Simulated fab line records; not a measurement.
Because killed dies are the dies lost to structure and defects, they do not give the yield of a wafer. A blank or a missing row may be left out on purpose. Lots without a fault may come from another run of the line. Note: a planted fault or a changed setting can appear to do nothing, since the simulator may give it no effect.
Check for tools in common -- flow nandHarc -- Lots sampled 13, wafers sampled 39

== THE REASON FOR OPENING IT ==
On 3 of the 13 lots, a flag is raised at NHARC_END_SORT_01 on the reading killedAtOther. Fault-free wafers read 0.6, with a standard deviation of 1.
Rule: a lot gets a flag if all its wafers with a number sit over 4 standard deviations from that mean, or if no wafer of it has a number. All remaining lots are regarded as sound.

lot,measured,on,"killedAtOther, wafer by wafer",flag
L851,day 19 15:55,prober-01,2 1 0,
L853,day 19 19:13,prober-02,1 1 0,
L852,day 19 23:43,prober-01,1 0 1,
L850,day 20 23:13,prober-02,5 1 2,
L856,day 21 15:00,prober-02,0 0 0,
L858,day 21 15:00,prober-01,1 1 0,
L857,day 21 21:58,prober-01,0 1 0,
L859,day 22 11:31,prober-01,0 0 0,
L860,day 22 13:10,prober-02,0 0 0,
L862,day 22 19:25,prober-02,2 2 2,
L869,day 24 04:46,prober-02,27 82 74,FLAGGED
L870,day 24 20:56,prober-01,79 80 83,FLAGGED
L871,day 24 20:57,prober-02,75 82 83,FLAGGED
Average over the flagged lots: 73.9; offset from the usual +73.3, equal to +73 standard deviations.

== WHICH TOOL EACH LOT WENT THROUGH ==
Before the reading, the record contains 2 process steps out of a 1159-step route. Every cell lists first the tool, next ch and the chambers used by the sampled wafers, and last the start.
lot,flag,NHARC_THIN_TSV_PVD_19,NHARC_THIN_TSV_DESCUM_35
L851,,"pvdSputter-03, day 19 03:28","rieDiel-06 ch 0,1,3, day 19 06:39"
L853,,"pvdSputter-02, day 19 03:10","rieDiel-06 ch 0,2, day 19 06:13"
L852,,"pvdSputter-02, day 19 04:02","rieDiel-06 ch 1,2,3, day 19 07:17"
L850,,"pvdSputter-01, day 20 06:19","rieDiel-08 ch 1,2, day 20 09:22"
L856,,"pvdSputter-03, day 21 02:49","rieDiel-06 ch 0,1,2, day 21 06:06"
L858,,"pvdSputter-01, day 21 02:16","rieDiel-06 ch 0,1,2, day 21 05:25"
L857,,"pvdSputter-03, day 21 05:58","rieDiel-01 ch 0,2,3, day 21 09:10"
L859,,"pvdSputter-02, day 21 21:49","rieDiel-08 ch 0,1,2, day 22 00:58"
L860,,"pvdSputter-01, day 21 22:59","rieDiel-08 ch 0,2,3, day 22 02:02"
L862,,"pvdSputter-03, day 21 23:44","rieDiel-08 ch 0,1,2, day 22 03:02"
L869,FLAGGED,"pvdSputter-03, day 23 11:26","rieDiel-01 ch 0,2,3, day 23 15:03"
L870,FLAGGED,"pvdSputter-03, day 24 09:01","rieDiel-01 ch 0,1,3, day 24 12:10"
L871,FLAGGED,"pvdSputter-03, day 24 09:58","rieDiel-06 ch 0,1, day 24 13:06"
What is done by these steps:
- NHARC_THIN_TSV_PVD_19: deposits TaN, target thk 20 nm.
- NHARC_THIN_TSV_DESCUM_35: chemistry O2, time 3 s.
- NHARC_END_SORT_01

== FLAGGED OVER TOTAL, TOOL BY TOOL (the gauges that took the reading come last) ==
step,tool,lots run,flagged,share of the flagged lots,sound lots run after its first flagged lot
NHARC_THIN_TSV_PVD_19,pvdSputter-01,3,0,none,-
NHARC_THIN_TSV_PVD_19,pvdSputter-02,3,0,none,-
NHARC_THIN_TSV_PVD_19,pvdSputter-03,7,3,all,0
NHARC_THIN_TSV_DESCUM_35,rieDiel-01,3,2,some,0
NHARC_THIN_TSV_DESCUM_35,rieDiel-06,6,1,some,0
NHARC_THIN_TSV_DESCUM_35,rieDiel-08,4,0,none,-
NHARC_END_SORT_01,prober-01,6,1,some,0
NHARC_END_SORT_01,prober-02,7,2,some,0

== WHAT THE TABLE ALLOWS ==
Rows of the table that ran each flagged lot: 1, that is pvdSputter-03 at NHARC_THIN_TSV_PVD_19.
- pvdSputter-03 at NHARC_THIN_TSV_PVD_19 ran 7 lots, 3 of them flagged. Its last sound lot is L862 (day 21 23:44), its first flagged lot L869 (day 23 11:26): a fault that began between those two fits.
Just one tool remains: pvdSputter-03 at NHARC_THIN_TSV_PVD_19.

== WHAT THE SIMULATOR HAD INSERTED ==
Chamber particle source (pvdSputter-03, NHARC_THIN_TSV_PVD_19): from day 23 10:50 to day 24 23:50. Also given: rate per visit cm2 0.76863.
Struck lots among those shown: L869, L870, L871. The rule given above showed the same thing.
